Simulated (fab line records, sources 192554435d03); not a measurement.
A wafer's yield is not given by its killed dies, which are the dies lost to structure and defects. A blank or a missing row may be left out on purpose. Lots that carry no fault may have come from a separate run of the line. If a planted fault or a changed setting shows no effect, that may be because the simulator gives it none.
fab line records ; flow n5-finfet
[record] lots = 9; wafers = 26; last-day = 18
route steps=1938 shown BEOL_M3@1006 BEOL_M4@1036 PASSIVATION@1936
lots untouched by any fault: they come from a run of this same line in which no faults occurred
start-h: hours from the record's opening day to when the first of the lot's shown wafers began ; wait-h: hours since the lot's step before ; " unchanged from the row above ; L1.1+2: one row covering several wafers at once ; - either no value or no given start ; * or withheld: withheld ; < > ~ a bound
route shown NAME@n: names a module that has steps shown in the file, with the first one's number in the route ; usual: average and standard deviation across the fault-free wafers ; same: alike in all rows ; chamber/n: place in a boat ; sites: each site's reading ; _std_site: their standard deviation ; _edge_site: mean of outer sites minus mean of inner sites ; radius-mm: for every site, how far away it sits from the centre of the wafer ; mask NAME#n: copy n ; behind: tool/chamber where the wafer was last shaped ; hold: what put the lot on hold/how long, in hours/how the hold closed ; device: the n, p or np transistor that did not switch ; end of line: at the end of the route, the tests of the same wafers ; step lacking rows: just its recipe ; killed: dies that structure and defects cost at the first sort, which is not the same as the wafer's yield ; map: dies across one wafer; x = killed, . = not, _ = none there
set.NAME: the setting the step ran with; set.NAME@STEP: the setting that earlier step ran with ; model.NAME: the simulator's own value behind a step, which no gauge read
route steps across a sampled set of lots; one table per step, one row per wafer
services: a tool's chamber out of use, with start hour (start-h, from the record's first day; less than 0 if before it), hours out, and reason
[[steps]]
[step N5_BEOL_M3_SPUTTER_92]
[recipe] material = Cu; target-thk-a = 45; temp-c = -20; chamber-pressure-pa = 0.07; power-w = withheld; time-s = 8.29
[usual] substrate-temp-c = -20.00/0.1; throttle-valve-pct = 30.2/0.61
lot.wafer;tool;chamber;start-h;wait-h;substrate-temp-c;throttle-valve-pct
L403.2;pvd-sputter-02;-;153.63;0.1;-20.09;30.3
L403.3;pvd-sputter-02;-;153.63;0.1;-20.00;30.4
L403.4;pvd-sputter-02;-;153.63;0.1;-19.97;29.6
L404.3;pvd-sputter-02;-;158.22;0.1;-20.19;30.2
L404.5;pvd-sputter-02;-;158.22;0.1;-20.00;29.9
L405.1;pvd-sputter-02;-;164.56;0.1;-20.14;30.4
L405.2;pvd-sputter-02;-;164.56;0.1;-20.04;30.5
L405.5;pvd-sputter-02;-;164.56;0.1;-20.03;30.4
L408.1;pvd-sputter-02;-;190.66;0.1;-20.20;30.1
L408.4;pvd-sputter-02;-;190.66;0.1;-20.11;31.4
L408.6;pvd-sputter-02;-;190.66;0.1;-19.95;30.0
L415.1;pvd-sputter-02;-;224.45;0.1;-19.98;31.2
L415.3;pvd-sputter-02;-;224.45;0.1;-19.97;30.1
L415.4;pvd-sputter-02;-;224.45;0.1;-19.97;30.0
L417.2;pvd-sputter-01;-;234.65;0.1;-20.03;30.2
L417.5;pvd-sputter-01;-;234.65;0.1;-19.98;29.8
L417.6;pvd-sputter-01;-;234.65;0.1;-19.97;30.3
L419.1;pvd-sputter-01;-;254.01;0.1;-19.96;29.9
L419.2;pvd-sputter-01;-;254.01;0.1;-20.01;29.6
L419.3;pvd-sputter-01;-;254.01;0.1;-19.97;30.2
L420.2;pvd-sputter-02;-;256.54;0.1;-20.02;31.3
L420.4;pvd-sputter-02;-;256.54;0.1;-20.00;30.3
L420.5;pvd-sputter-02;-;256.54;0.1;-19.85;30.2
L425.2;pvd-sputter-03;-;289.78;0.1;-20.05;30.3
L425.4;pvd-sputter-03;-;289.78;0.1;-19.87;29.3
L425.6;pvd-sputter-03;-;289.78;0.1;-19.86;29.3
[step N5_BEOL_M3_ANNEAL_95]
[recipe] temp-c = 400; time-s = 240; ambient = vacuum
[usual] heater-power-w = 833/100
lot.wafer;tool;chamber;start-h;wait-h;heater-power-w
L403.2;pvd-sputter-02;-;153.93;0.0;695
L403.3;pvd-sputter-02;-;153.93;0.0;966
L403.4;pvd-sputter-02;-;153.93;0.0;822
L404.3;pvd-sputter-02;-;158.52;0.0;701
L404.5;pvd-sputter-02;-;158.52;0.0;814
L405.1;pvd-sputter-02;-;164.86;0.0;722
L405.2;pvd-sputter-02;-;164.86;0.0;967
L405.5;pvd-sputter-02;-;164.86;0.0;986
L408.1;pvd-sputter-02;-;191.26;0.1;796
L408.4;pvd-sputter-02;-;191.26;0.1;787
L408.6;pvd-sputter-02;-;191.26;0.1;812
L415.1;pvd-sputter-02;-;224.75;0.0;782
L415.3;pvd-sputter-02;-;224.75;0.0;715
L415.4;pvd-sputter-02;-;224.75;0.0;797
L417.2;pvd-sputter-01;-;234.95;0.0;981
L417.5;pvd-sputter-01;-;234.95;0.0;708
L417.6;pvd-sputter-01;-;234.95;0.0;1007
L419.1;pvd-sputter-01;-;254.31;0.0;724
L419.2;pvd-sputter-01;-;254.31;0.0;798
L419.3;pvd-sputter-01;-;254.31;0.0;995
L420.2;pvd-sputter-02;-;256.84;0.0;798
L420.4;pvd-sputter-02;-;256.84;0.0;699
L420.5;pvd-sputter-02;-;256.84;0.0;977
L425.2;pvd-sputter-03;-;290.08;0.0;822
L425.4;pvd-sputter-03;-;290.08;0.0;975
L425.6;pvd-sputter-03;-;290.08;0.0;969
[step N5_BEOL_M3_CMP_52]
[recipe] stop-on = SiOC; t-overpolish-s = 6.8; down-force-psi = 1; platen-rpm = 50; clearing-platen-down-force-psi = 1.5; clearing-platen-rpm = 50; post-cmp-clean = cu-alkaline; target-thk-nm = 40; clearing-platen-pad-velocity-m-s = 0.99484; pad-velocity-m-s = 0.99484
[usual] barrier-field-endpoint-s = 24.2/0.69; clearing-platen-down-force-psi = 1.4998/0.0027; clearing-platen-rpm = 49.999/0.026; motor-current-A = 6.0/0.6; overpolish-run-s = 6.798/0.0092; platen-rpm = 50.00/0.033; time-to-endpoint-s = 60/3.5
lot.wafer;tool;chamber;start-h;wait-h;barrier-field-endpoint-s;clearing-platen-down-force-psi;clearing-platen-rpm;motor-current-A;overpolish-run-s;platen-rpm;time-to-endpoint-s
L403.3;cmp-03;1;154.84;0.2;24.2;1.4950;50.039;6.2;6.794;49.99;63
L403.2;cmp-03;2;154.84;0.2;24.4;1.5011;49.977;7.0;6.800;50.06;67
L403.4;cmp-03;3;154.84;0.2;24.5;1.4999;49.997;6.4;6.801;49.97;62
L404.3;cmp-03;3;159.21;0.2;24.5;1.5027;50.000;6.5;6.797;49.99;62
L404.5;cmp-03;2;159.21;0.2;25.6;1.5025;50.029;6.6;6.802;50.01;66
L405.2;cmp-03;3;165.53;0.2;23.7;1.4977;50.010;6.4;6.784;49.93;59
L405.1;cmp-03;0;165.53;0.2;24.6;1.4949;50.009;6.6;6.785;49.99;60
L405.5;cmp-03;2;165.53;0.2;25.6;1.5026;49.983;6.7;6.797;50.10;66
L408.1;cmp-03;0;192.11;0.3;23.5;1.4994;49.957;6.6;6.831;50.05;63
L408.4;cmp-03;2;192.11;0.3;26.0;1.4996;50.028;6.9;6.798;49.99;69
L408.6;cmp-03;1;192.11;0.3;24.7;1.4986;50.023;5.8;6.788;50.02;63
L415.3;cmp-02;2;225.71;0.3;23.3;1.5003;50.012;6.4;6.801;49.96;56
L415.1;cmp-02;0;225.71;0.3;23.2;1.5047;49.998;5.2;6.802;50.00;55
L415.4;cmp-02;1;225.71;0.3;24.2;1.5031;49.972;6.2;6.807;50.06;60
L417.2;cmp-01;2;235.65;0.3;24.0;1.5032;50.053;5.3;6.790;49.95;63
L417.6;cmp-01;0;235.65;0.3;24.0;1.5000;50.012;5.1;6.800;50.07;60
L417.5;cmp-01;1;235.65;0.3;24.9;1.5010;49.980;6.8;6.803;49.99;64
L419.2;cmp-03;3;254.95;0.2;24.1;1.5056;49.973;6.6;6.791;50.01;56
L419.1;cmp-03;0;254.95;0.2;24.5;1.5004;49.988;6.4;6.809;50.02;61
L419.3;cmp-03;1;254.95;0.2;24.2;1.5013;50.000;5.9;6.800;50.02;61
L420.4;cmp-02;1;257.52;0.2;24.7;1.4961;49.988;6.4;6.794;50.05;58
L420.2;cmp-02;2;257.52;0.2;23.6;1.4955;50.031;6.4;6.794;50.01;52
L420.5;cmp-02;1;257.52;0.2;24.2;1.4975;49.981;6.3;6.792;50.00;55
L425.2;cmp-02;1;290.79;0.3;24.0;1.5004;49.976;6.5;6.798;50.08;58
L425.4;cmp-02;2;290.79;0.3;23.5;1.4958;50.012;6.2;6.805;50.00;54
L425.6;cmp-02;1;290.79;0.3;23.3;1.5043;50.031;6.6;6.790;49.98;57
[step N5_BEOL_M3_INSPECT_59]
[recipe] inspect-instrument = darkfield; mode = post-dep
[usual] raw-defect-count = 73/22
lot.wafer;tool;chamber;start-h;wait-h;raw-defect-count
L403.2;defect-inspect-02;-;155.44;0.0;67
L403.3;defect-inspect-02;-;155.44;0.0;96
L403.4;defect-inspect-02;-;155.44;0.0;92
L404.3;defect-inspect-02;-;159.81;0.0;102
L404.5;defect-inspect-02;-;159.81;0.0;75
L405.1;defect-inspect-02;-;166.08;0.0;393
L405.2;defect-inspect-02;-;166.08;0.0;366
L405.5;defect-inspect-02;-;166.08;0.0;337
L408.1;defect-inspect-01;-;192.96;0.0;375
L408.4;defect-inspect-01;-;192.96;0.0;379
L408.6;defect-inspect-01;-;192.96;0.0;393
L415.1;defect-inspect-02;-;226.30;0.0;71
L415.3;defect-inspect-02;-;226.30;0.0;88
L415.4;defect-inspect-02;-;226.30;0.0;72
L417.2;defect-inspect-01;-;236.16;0.0;42
L417.5;defect-inspect-01;-;236.16;0.0;64
L417.6;defect-inspect-01;-;236.16;0.0;47
L419.1;defect-inspect-01;-;255.54;0.0;63
L419.2;defect-inspect-01;-;255.54;0.0;69
L419.3;defect-inspect-01;-;255.54;0.0;92
L420.2;defect-inspect-01;-;258.07;0.0;85
L420.4;defect-inspect-01;-;258.07;0.0;61
L420.5;defect-inspect-01;-;258.07;0.0;44
L425.2;defect-inspect-01;-;291.37;0.0;73
L425.4;defect-inspect-01;-;291.37;0.0;90
L425.6;defect-inspect-01;-;291.37;0.0;63
[step N5_BEOL_M4_INSPECT_13]
[recipe] mode = adi; inspect-instrument = brightfield
[usual] raw-defect-count = 422/81
lot.wafer;tool;chamber;start-h;wait-h;raw-defect-count
L403.2;defect-inspect-01;-;157.92;0.0;391
L403.3;defect-inspect-01;-;157.92;0.0;415
L403.4;defect-inspect-01;-;157.92;0.0;430
L404.3;defect-inspect-02;-;160.76;0.0;439
L404.5;defect-inspect-02;-;160.76;0.0;453
L405.1;defect-inspect-01;-;166.95;0.1;852
L405.2;defect-inspect-01;-;166.95;0.1;657
L405.5;defect-inspect-01;-;166.95;0.1;822
L408.1;defect-inspect-02;-;194.48;0.1;862
L408.4;defect-inspect-02;-;194.48;0.1;696
L408.6;defect-inspect-02;-;194.48;0.1;716
L415.1;defect-inspect-01;-;228.74;0.1;398
L415.3;defect-inspect-01;-;228.74;0.1;516
L415.4;defect-inspect-01;-;228.74;0.1;464
L417.2;defect-inspect-01;-;237.56;0.0;529
L417.5;defect-inspect-01;-;237.56;0.0;429
L417.6;defect-inspect-01;-;237.56;0.0;452
L419.1;defect-inspect-02;-;256.74;0.1;514
L419.2;defect-inspect-02;-;256.74;0.1;439
L419.3;defect-inspect-02;-;256.74;0.1;389
L420.2;defect-inspect-01;-;260.08;0.0;437
L420.4;defect-inspect-01;-;260.08;0.0;572
L420.5;defect-inspect-01;-;260.08;0.0;524
L425.2;defect-inspect-01;-;293.35;0.0;432
L425.4;defect-inspect-01;-;293.35;0.0;454
L425.6;defect-inspect-01;-;293.35;0.0;333
[step N5_BEOL_M4_INSPECT_30]
[recipe] mode = adi; inspect-instrument = brightfield
[usual] raw-defect-count = 423/84
lot.wafer;tool;chamber;start-h;wait-h;raw-defect-count
L403.2;defect-inspect-01;-;158.80;0.0;387
L403.3;defect-inspect-01;-;158.80;0.0;403
L403.4;defect-inspect-01;-;158.80;0.0;409
L404.3;defect-inspect-01;-;161.73;0.0;414
L404.5;defect-inspect-01;-;161.73;0.0;434
L405.1;defect-inspect-02;-;167.83;0.1;917
L405.2;defect-inspect-02;-;167.83;0.1;648
L405.5;defect-inspect-02;-;167.83;0.1;816
L408.1;defect-inspect-01;-;195.67;0.1;846
L408.4;defect-inspect-01;-;195.67;0.1;650
L408.6;defect-inspect-01;-;195.67;0.1;686
L415.1;defect-inspect-02;-;229.64;0.1;444
L415.3;defect-inspect-02;-;229.64;0.1;544
L415.4;defect-inspect-02;-;229.64;0.1;506
L417.2;defect-inspect-01;-;238.66;0.1;539
L417.5;defect-inspect-01;-;238.66;0.1;421
L417.6;defect-inspect-01;-;238.66;0.1;491
L419.1;defect-inspect-02;-;258.21;0.1;528
L419.2;defect-inspect-02;-;258.21;0.1;453
L419.3;defect-inspect-02;-;258.21;0.1;400
L420.2;defect-inspect-02;-;261.12;0.0;484
L420.4;defect-inspect-02;-;261.12;0.0;634
L420.5;defect-inspect-02;-;261.12;0.0;551
L425.2;defect-inspect-02;-;294.25;0.0;416
L425.4;defect-inspect-02;-;294.25;0.0;481
L425.6;defect-inspect-02;-;294.25;0.0;380
[step N5_BEOL_M4_RC_MEAS_101]
[usual] DIBL_N = 36.0/1.6; DIBL_P = 36.1/2; IOFF_N = 0.160/0.029; IOFF_P = 0.21/0.039; ION_N = 675/13; ION_P = 464/8.8; SS_N = 71.5/0.58; SS_P = 73.3/0.65; VT_N = 250/3.3; VT_P = -249/3.6
lot.wafer;tool;chamber;start-h;wait-h;DIBL_N[mV/V];DIBL_P[mV/V];IOFF_N[nA/um];IOFF_P[nA/um];ION_N[uA/um];ION_P[uA/um];SS_N[mV/dec];SS_P[mV/dec];VT_N[mV];VT_P[mV]
L403.2;prober-02;0;164.07;0.2;37.4;36.9;0.164;0.21;676;456;72.0;73.4;247;-252
L403.3;prober-02;0;164.07;0.2;35.6;34.9;0.128;0.19;659;454;71.5;73.0;251;-253
L403.4;prober-02;0;164.07;0.2;36.4;33.6;0.141;0.17;662;449;71.6;72.7;254;-255
L404.3;prober-01;0;169.61;0.3;37.5;36.4;0.174;0.24;666;460;71.8;74.0;251;-248
L404.5;prober-01;0;169.61;0.3;36.0;34.5;0.149;0.21;667;460;71.1;72.7;251;-250
L405.1;prober-01;0;175.16;0.0;34.1;34.5;0.128;0.17;666;456;72.0;72.5;252;-252
L405.2;prober-01;0;175.16;0.0;36.9;37.5;0.173;0.22;693;473;71.0;73.4;248;-248
L405.5;prober-01;0;175.16;0.0;33.7;33.5;0.118;0.15;665;452;71.2;72.2;255;-255
L408.1;prober-02;0;204.65;0.0;38.0;36.8;0.166;0.23;681;471;71.6;73.6;250;-248
L408.4;prober-02;0;204.65;0.0;36.7;35.3;0.154;0.22;677;465;70.8;73.0;250;-249
L408.6;prober-02;0;204.65;0.0;37.5;37.1;0.152;0.23;670;465;72.2;73.3;252;-247
L415.1;prober-02;0;238.06;0.0;35.3;34.1;0.138;0.19;681;470;70.5;73.3;251;-252
L415.3;prober-02;0;238.06;0.0;35.9;35.1;0.154;0.20;678;472;70.8;72.9;250;-251
L415.4;prober-02;0;238.06;0.0;36.4;35.6;0.165;0.21;694;474;72.1;73.4;247;-250
L417.2;prober-02;0;244.19;0.2;34.7;34.2;0.134;0.21;668;469;71.9;72.6;251;-248
L417.5;prober-02;0;244.19;0.2;35.0;33.5;0.135;0.19;665;457;71.2;72.5;252;-252
L417.6;prober-02;0;244.19;0.2;34.6;34.1;0.135;0.20;664;463;70.7;72.9;251;-251
L419.1;prober-02;0;267.89;0.0;34.5;34.8;0.138;0.19;657;455;71.2;72.6;252;-250
L419.2;prober-02;0;267.89;0.0;35.9;37.2;0.166;0.25;673;467;71.7;73.0;249;-246
L419.3;prober-02;0;267.89;0.0;35.9;36.8;0.171;0.23;682;470;71.7;73.5;246;-249
L420.2;prober-01;0;268.24;0.2;37.1;38.1;0.203;0.22;685;463;71.5;73.6;245;-248
L420.4;prober-01;0;268.24;0.2;35.7;36.5;0.154;0.20;661;463;71.4;73.8;248;-248
L420.5;prober-01;0;268.24;0.2;34.8;35.1;0.144;0.18;670;455;70.7;72.9;250;-253
L425.2;prober-02;0;303.43;0.2;34.6;33.6;0.128;0.19;664;462;70.7;72.0;253;-247
L425.4;prober-02;0;303.43;0.2;35.0;35.3;0.139;0.21;657;458;71.5;72.9;253;-251
L425.6;prober-02;0;303.43;0.2;37.1;37.7;0.180;0.25;682;465;71.9;74.1;247;-247
[step N5_PASSIVATION_PROBE_49]
[usual] defect-limited-yield = 91.0/1.3; killed_at_M0_to_M3 = 36/9.5; killed_at_M4_up = 14/5.6; killed-at-contacts = 12/6.4; killed-at-front-end = 40/10; killed-at-other = 3.2/3; killed-dies = 107/15; killed-on-rim = 15/4.5; killed-open = 69/12; killed-short = 35/7.7; sort_bin_5_function = 5.3/0.91; sort_bin_6_memory = 3.3/0.65; sort-n-pass = 1073/15; sort-yield-pct = 91.0/1.3
[same] gross-dies = 1180; killed-at-back-side = 0; sort_bin_4_leakage[%] = 0; sort_bin_8_speed[%] = 0
lot.wafer;tool;chamber;start-h;wait-h;defect-limited-yield[%];killed_at_M0_to_M3;killed_at_M4_up;killed-at-contacts;killed-at-front-end;killed-at-other;killed-dies;killed-on-rim;killed-open;killed-short;sort_bin_5_function[%];sort_bin_6_memory[%];sort-n-pass;sort-yield-pct[%]
L405.1;prober-02;-;275.74;0.0;68.7;298;10;25;33;3;369;55;70;41;18.0;11.1;811;68.7
L405.2;prober-02;-;275.79;0.1;71.6;278;15;10;31;1;335;51;60;29;17.1;9.7;845;71.6
L405.5;prober-02;-;275.94;0.2;73.3;260;6;10;37;2;315;44;57;28;17.5;8.2;865;73.3
L408.1;prober-02;-;310.45;0.0;69.8;293;10;6;45;2;356;49;67;32;18.2;10.0;824;69.8
L408.4;prober-02;-;310.60;0.2;70.3;295;9;3;42;1;350;59;53;37;17.3;10.9;830;70.3
L408.6;prober-02;-;310.70;0.3;67.6;302;12;7;58;3;382;46;74;50;18.9;11.4;798;67.6
L415.1;prober-02;-;347.34;0.0;93.6;19;9;8;36;3;75;10;33;40;3.5;2.3;1105;93.6
L415.3;prober-02;-;347.44;0.1;92.9;33;13;8;27;3;84;9;54;29;3.7;3.0;1096;92.9
L415.4;prober-02;-;347.49;0.2;92.4;23;9;7;43;8;90;10;50;32;3.8;3.1;1090;92.4
L417.2;prober-02;-;358.21;0.1;89.3;44;14;12;54;2;126;16;79;44;6.3;3.9;1054;89.3
// killed by level:class
L405.1 BEOL_M3:unspecified=250 MOL_CONTACT_COAG:geometric-particle:open=19 BEOL_M2:geometric-particle:open=10 BEOL_M3:geometric-particle:open=9 FIN_SAQP:geometric-particle:short=7 BEOL_M1:geometric-particle:open=7 MOL_CONTACT_COAG:geometric-particle:short=6 BEOL_M0_SAQP:geometric-particle:short=6
L405.2 BEOL_M3:unspecified=244 FIN_SAQP:geometric-particle:open=10 BEOL_M3:geometric-particle:open=10 BEOL_M1:geometric-particle:open=9 MOL_CONTACT_COAG:geometric-particle:open=9 FIN_SAQP:geometric-particle:short=7 BEOL_M4:geometric-particle:open=7 GATE_CUT:geometric-particle:short=4
L405.5 BEOL_M3:unspecified=230 GATE_CUT:geometric-particle:open=7 MOL_CONTACT_COAG:geometric-particle:open=7 BEOL_M1:geometric-particle:open=7 FIN_SAQP:geometric-particle:short=5 FIN_SAQP:geometric-particle:open=5 STI_FIN_REVEAL:geometric-particle:open=5 BEOL_M0_SAQP:geometric-particle:short=5
L408.1 BEOL_M3:unspecified=255 BEOL_M0_SAQP:geometric-particle:open=9 FIN_SAQP:geometric-particle:open=8 BEOL_M4:geometric-particle:open=7 BEOL_M1:geometric-particle:open=7 FIN_SAQP:geometric-particle:short=6 BEOL_M0_SAQP:geometric-particle:short=6 SPACER0:geometric-particle:open=5
L408.4 BEOL_M3:unspecified=259 BEOL_M1:geometric-particle:open=10 BEOL_M0_SAQP:geometric-particle:open=9 GATE_CUT:geometric-particle:short=6 FIN_SAQP:geometric-particle:short=5 DUMMY_GATE:geometric-particle:short=5 FIN_SAQP:geometric-particle:open=4 DUMMY_GATE:geometric-particle:open=4
L408.6 BEOL_M3:unspecified=251 BEOL_M0_SAQP:geometric-particle:short=16 STI_FIN_REVEAL:geometric-particle:open=13 BEOL_M0_SAQP:geometric-particle:open=10 FIN_SAQP:geometric-particle:open=9 FIN_SAQP:geometric-particle:short=8 DUMMY_GATE:geometric-particle:open=6 BEOL_M1:geometric-particle:open=6
L415.1 FIN_SAQP:geometric-particle:short=9 FIN_SAQP:geometric-particle:open=6 MOL_CONTACT_COAG:geometric-particle:open=6 BEOL_M0_SAQP:geometric-particle:short=5 BEOL_M1:geometric-particle:short=5 BEOL_M0_SAQP:geometric-particle:open=4 GATE_CUT:geometric-particle:short=3 ILD0:geometric-particle:open=3
L415.3 BEOL_M0_SAQP:geometric-particle:short=14 BEOL_M0_SAQP:geometric-particle:open=9 FIN_SAQP:geometric-particle:open=8 MOL_CONTACT_COAG:geometric-particle:open=8 BEOL_M1:geometric-particle:open=7 FIN_SAQP:geometric-particle:short=4 BEOL_M4:geometric-particle:open=4 BEOL_M3:geometric-particle:open=3
L415.4 FIN_SAQP:geometric-particle:short=15 HKMG_FIN:area-etch=7 MOL_CONTACT_COAG:geometric-particle:open=6 BEOL_M1:geometric-particle:open=6 BEOL_M3:geometric-particle:open=6 GATE_CUT:geometric-particle:open=5 BEOL_M4:geometric-particle:open=5 GATE_CUT:geometric-particle:short=4
L417.2 BEOL_M2:geometric-particle:open=13 FIN_SAQP:geometric-particle:open=12 STI_FIN_REVEAL:geometric-particle:open=11 MOL_CONTACT_COAG:geometric-particle:open=11 FIN_SAQP:geometric-particle:short=10 BEOL_M0_SAQP:geometric-particle:short=10 BEOL_M0_SAQP:geometric-particle:open=10 BEOL_M4:geometric-particle:open=10
[[services]]
tool;chamber;start-h;hours;kind
cmp-02;-;135.25;4.0;pm
cmp-02;-;139.25;-;consumable-replace:conditioner
cmp-02;-;139.25;-;consumable-replace:pad
pvd-sputter-03;-;149.66;0.9;repair
cmp-01;-;164.50;4.3;pm
cmp-01;-;173.86;3.3;repair
cmp-02;-;199.17;2.7;repair
cmp-03;-;222.36;9.7;pm
cmp-01;-;224.07;4.0;pm
cmp-01;-;228.07;-;consumable-replace:conditioner
cmp-01;-;228.07;-;consumable-replace:pad
cmp-03;-;234.65;6.3;repair
cmp-03;-;242.27;2.7;repair
cmp-02;-;243.57;6.4;pm
pvd-sputter-01;-;265.37;5.6;repair
cmp-02;-;280.02;0.6;repair
[[key]]
[first-sign] step = N5_BEOL_M3_INSPECT_59; reading = raw-defect-count; direction = up; sigmas = 13; usual = 73; struck = 374
[effect] step = N5_BEOL_M4_INSPECT_13; reading = raw-defect-count; direction = up; sigmas = 4.3; usual = 422; struck = 768
[effect] step = N5_BEOL_M4_INSPECT_30; reading = raw-defect-count; direction = up; sigmas = 4; usual = 423; struck = 760
[effect] step = N5_PASSIVATION_PROBE_49; reading = killed_at_M0_to_M3; direction = up; sigmas = 27; usual = 36; struck = 288
[more-kills-born-at] N5_BEOL_M3_CMP_52@cmp-03 = 1489
met-at N5_BEOL_M3_CMP_52
struck-lots L405,L408
not-acting-at N5_BEOL_M3_SPUTTER_92,N5_BEOL_M3_ANNEAL_95
onset-between 159.21 165.53
[fault] kind = chamber-particle-source; tool = cmp-03; chamber = -; onset-h = 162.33; steps = N5_BEOL_M3_CMP_52; rate-per-visit-cm2 = 0.45907; end-h = 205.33
